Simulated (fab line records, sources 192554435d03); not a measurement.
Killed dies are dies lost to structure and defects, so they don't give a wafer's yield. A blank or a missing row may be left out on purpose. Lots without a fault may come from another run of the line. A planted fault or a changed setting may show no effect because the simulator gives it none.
Which tool did it? | flow n5_finfet | 10 lots, 29 wafers sampled, at 5 steps of a route of 1938

WHAT THE GAUGES READ, wafer by wafer
N5_BEOL_M4_INSPECT_59: inspects for defects (darkfield). Usual: raw_defect_count 66, standard deviation 20.
lot  | measured     | on                | raw_defect_count | flag
L580 | day 9 01:14  | defect_inspect-01 | 66 63 69         |
L582 | day 9 04:05  | defect_inspect-02 | 85 55 62         |
L587 | day 10 13:45 | defect_inspect-01 | 73 70 61         |
L586 | day 10 17:25 | defect_inspect-02 | 63 66 47         |
L588 | day 11 15:01 | defect_inspect-02 | 97 59 61         |
L591 | day 11 23:52 | defect_inspect-01 | 66 80 77         |
L592 | day 12 01:34 | defect_inspect-02 | 41 50 40         |
L595 | day 12 13:49 | defect_inspect-01 | 127 128 102      |
L594 | day 13 08:56 | defect_inspect-01 | 82 66 38         |
L598 | day 13 16:46 | defect_inspect-02 | 66 46            |

N5_BEOL_M4_RC_MEAS_101. Usual: DIBL_N 36.6 mV/V, standard deviation 1.1; DIBL_P 36.8 mV/V, standard deviation 1.6; IOFF_N 0.169 nA/um, standard deviation 0.024; IOFF_P 0.206 nA/um, standard deviation 0.028; ION_N 679 uA/um, standard deviation 9.2; ION_P 462 uA/um, standard deviation 7; SS_N 71.6 mV/dec, standard deviation 0.57; SS_P 73.3 mV/dec, standard deviation 0.57; VT_N 248.8 mV, standard deviation 2.4; VT_P -251 mV, standard deviation 3.
lot  | measured     | on        | DIBL_N (mV/V)  | DIBL_P (mV/V)  | IOFF_N (nA/um)    | IOFF_P (nA/um)    | ION_N (uA/um) | ION_P (uA/um) | SS_N (mV/dec)  | SS_P (mV/dec)  | VT_N (mV)         | VT_P (mV)      | flag
L580 | day 9 01:16  | prober-02 | 36.5 36.5 34.9 | 36.2 36.3 33.7 | 0.161 0.161 0.131 | 0.177 0.175 0.148 | 674 688 659   | 462 460 453   | 70.6 71.0 70.3 | 73.1 73.1 72.7 | 248.3 249.3 254.6 | -256 -255 -258 |
L582 | day 9 04:16  | prober-02 | 38.0 35.2 36.1 | 36.6 33.2 34.4 | 0.222 0.158 0.171 | 0.228 0.176 0.189 | 689 684 677   | 460 460 462   | 72.8 71.6 71.7 | 73.8 72.5 73.7 | 244.6 246.5 247.0 | -247 -251 -251 |
L587 | day 10 13:47 | prober-01 | 35.9 34.6 35.4 | 35.2 34.0 35.5 | 0.157 0.146 0.165 | 0.194 0.183 0.200 | 667 668 667   | 455 458 457   | 71.5 71.5 72.4 | 74.3 73.1 73.9 | 252.4 249.2 248.4 | -250 -252 -252 |
L586 | day 10 17:35 | prober-01 | 37.4 38.6 37.8 | 38.7 38.5 38.2 | 0.190 0.212 0.190 | 0.251 0.245 0.239 | 677 680 691   | 464 461 466   | 71.4 72.2 71.9 | 73.9 74.0 74.2 | 244.4 247.3 246.7 | -251 -246 -249 |
L588 | day 11 15:02 | prober-01 | 36.8 36.6 36.8 | 37.0 37.1 37.6 | 0.172 0.165 0.181 | 0.218 0.223 0.231 | 672 676 693   | 463 462 468   | 72.4 71.9 71.9 | 73.1 73.4 72.8 | 249.1 246.9 246.2 | -250 -251 -251 |
L591 | day 12 00:11 | prober-01 | 36.8 38.2 36.5 | 36.2 37.8 35.4 | 0.164 0.193 0.152 | 0.212 0.240 0.204 | 688 694 671   | 469 473 458   | 71.3 71.7 71.6 | 73.0 74.0 73.1 | 247.4 246.7 248.8 | -251 -249 -250 |
L592 | day 12 01:35 | prober-02 | 37.6 38.2 37.5 | 37.7 38.5 37.5 | 0.163 0.178 0.157 | 0.228 0.236 0.213 | 664 679 682   | 462 469 466   | 72.5 71.9 71.6 | 73.2 73.2 73.4 | 249.0 251.6 249.4 | -248 -249 -248 |
L595 | day 12 14:08 | prober-02 | 35.7 34.5 37.8 | 36.9 35.6 39.1 | 0.147 0.123 0.188 | 0.177 0.160 0.206 | 676 658 668   | 460 450 453   | 71.2 70.6 71.7 | 73.3 73.3 73.9 | 253.7 254.6 247.8 | -254 -257 -254 |
L594 | day 13 08:59 | prober-01 | 39.0 36.8 38.3 | 39.9 37.9 39.2 | 0.242 0.184 0.216 | 0.255 0.220 0.239 | 699 682 696   | 472 466 465   | 72.5 71.7 73.1 | 74.6 74.2 73.8 | 244.5 246.4 244.0 | -249 -250 -249 |
L598 | day 13 16:56 | prober-01 | 36.6 37.5      | 36.3 36.6      | 0.168 0.187       | 0.195 0.199       | 676 677       | 460 461       | 71.5 72.4      | 73.1 72.7      | 247.7 248.9       | -249 -250      |

N5_BEOL_M5_THK_MEAS_01. Usual: M5_ILD_THK 121.6 nm, standard deviation 1.6.
lot  | measured     | on            | M5_ILD_THK (nm)   | flag
L580 | day 9 02:49  | film_metro-02 | 120.1 122.8 123.6 |
L582 | day 9 05:40  | film_metro-02 | 120.5 120.2 122.0 |
L587 | day 10 15:48 | film_metro-02 | 121.5 122.8 123.2 |
L586 | day 10 18:59 | film_metro-02 | 119.4 123.0 122.2 |
L588 | day 11 16:34 | film_metro-02 | 119.5 122.8 121.5 |
L591 | day 12 01:25 | film_metro-01 | 120.7 122.5 123.0 |
L592 | day 12 03:07 | film_metro-02 | 119.9 123.0 122.7 |
L595 | day 12 15:22 | film_metro-01 | 120.5 122.2 123.2 |
L594 | day 13 10:32 | film_metro-02 | 121.3 123.2 123.2 |
L598 | day 13 18:19 | film_metro-02 | 120.8 122.7       |

WHICH TOOL RAN EACH LOT (tool, then ch and the chambers of the sampled wafers, then the start)
lot  | N5_BEOL_M4_CO_CAP_55             | N5_BEOL_M5_ILD_DEP_00
L580 | cvd_co-02 ch 1,2, day 9 01:01    | pecvd-03 ch 2, day 9 02:13
L582 | cvd_co-02 ch 0,1,2, day 9 03:52  | pecvd-03 ch 0,2, day 9 05:04
L587 | cvd_co-02 ch 0,2, day 10 13:32   | pecvd-02 ch 1,2, day 10 14:45
L586 | cvd_co-02 ch 0,1,2, day 10 17:11 | pecvd-03 ch 0,1, day 10 18:24
L588 | cvd_co-02 ch 0,1, day 11 14:48   | pecvd-02 ch 0,1,2, day 11 16:00
L591 | cvd_co-02 ch 0,2, day 11 23:39   | pecvd-04 ch 1,2, day 12 00:51
L592 | cvd_co-02 ch 0,1,2, day 12 01:21 | pecvd-02 ch 0,2, day 12 02:32
L595 | cvd_co-02 ch 0,1, day 12 13:36   | pecvd-02 ch 1,2, day 12 14:48
L594 | cvd_co-02 ch 1,2, day 13 08:44   | pecvd-02 ch 0,1,2, day 13 09:57
L598 | cvd_co-02 ch 2, day 13 16:32     | pecvd-02 ch 0,2, day 13 17:45
- N5_BEOL_M4_CO_CAP_55: material Co, precursor CCTBA/H2, target thk 2 nm, time 102.1 s.
- N5_BEOL_M5_ILD_DEP_00: deposits SiCOH lowk from DEMS/porogen, target thk 140.64 nm, time 25.9 s.

WHAT THE TOOLS THEMSELVES READ (means of the sampled wafers that have a number; where no wafer has one, the mark that the record gives instead)
N5_BEOL_M4_CO_CAP_55. Usual: heater_power_w 228 W, standard deviation 31; run_length_s 124.8 s, standard deviation 0.44.
lot  | tool      | heater_power_w (W) | run_length_s (s) | flag
L580 | cvd_co-02 | 207                | 124.5            |
L582 | cvd_co-02 | 223                | 124.5            |
L587 | cvd_co-02 | 241                | 124.8            |
L586 | cvd_co-02 | 225                | 124.9            |
L588 | cvd_co-02 | 231                | 124.7            |
L591 | cvd_co-02 | 220                | 124.7            |
L592 | cvd_co-02 | 226                | 124.6            |
L595 | cvd_co-02 | 254                | 125.4            |
L594 | cvd_co-02 | 201                | 124.5            |
L598 | cvd_co-02 | 196                | 169.8            | OFF

N5_BEOL_M5_ILD_DEP_00. Usual: heater_power_w 299 W, standard deviation 36; showerhead_plenum_p_Torr 5.737 Torr, standard deviation 0.014; throttle_valve_pct 13.8 %, standard deviation 0.46.
lot  | tool     | heater_power_w (W) | showerhead_plenum_p_Torr (Torr) | throttle_valve_pct (%) | flag
L580 | pecvd-03 | 262                | 5.726                           | 14.7                   |
L582 | pecvd-03 | 293                | 5.719                           | 14.5                   |
L587 | pecvd-02 | 276                | 5.736                           | 13.6                   |
L586 | pecvd-03 | 303                | 5.735                           | 14.1                   |
L588 | pecvd-02 | 292                | 5.735                           | 13.6                   |
L591 | pecvd-04 | 300                | 5.736                           | 13.5                   |
L592 | pecvd-02 | 339                | 5.745                           | 13.5                   |
L595 | pecvd-02 | 275                | 5.742                           | 13.6                   |
L594 | pecvd-02 | 279                | 5.737                           | 13.7                   |
L598 | pecvd-02 | 310                | 5.739                           | 13.6                   |

THE ANSWER, worked out from the rows above alone
Rule: a lot is off if the mean of its wafers that have a number lies more than 3 standard deviations from the usual mean. A lot without any number at a reading at which 4 lots or more have one is off too. The other lots that the step has rows for count as sound. The gauges are gone through in route order, then the tools' own readings, and for those a lot's mean is taken as printed above. The first step at which some lot is off is used, and at that step the reading that is off furthest; a lot without a number counts as furthest.
Off: L598, at N5_BEOL_M4_CO_CAP_55 (run_length_s).
A tool fits if, at that step or a process step before it, it ran every lot that is off, and no sound lot after the first of them. One fits: cvd_co-02 at N5_BEOL_M4_CO_CAP_55. Its last sound lot is L594 (day 13 08:44), its first lot that is off L598 (day 13 16:32): a fault that began between those two fits.
The tool's own readings at N5_BEOL_M4_CO_CAP_55 bear it out: on the lots that are off they differ by more than 5 times the standard deviation of the sound lots' means. run_length_s reads 169.8 s there against 124.7 s on the sound lots.

WHAT THE SIMULATOR HAD PUT IN
Process parameter drift: cvd_co-02, from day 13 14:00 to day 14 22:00, at N5_BEOL_M4_CO_CAP_55. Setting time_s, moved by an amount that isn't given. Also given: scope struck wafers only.
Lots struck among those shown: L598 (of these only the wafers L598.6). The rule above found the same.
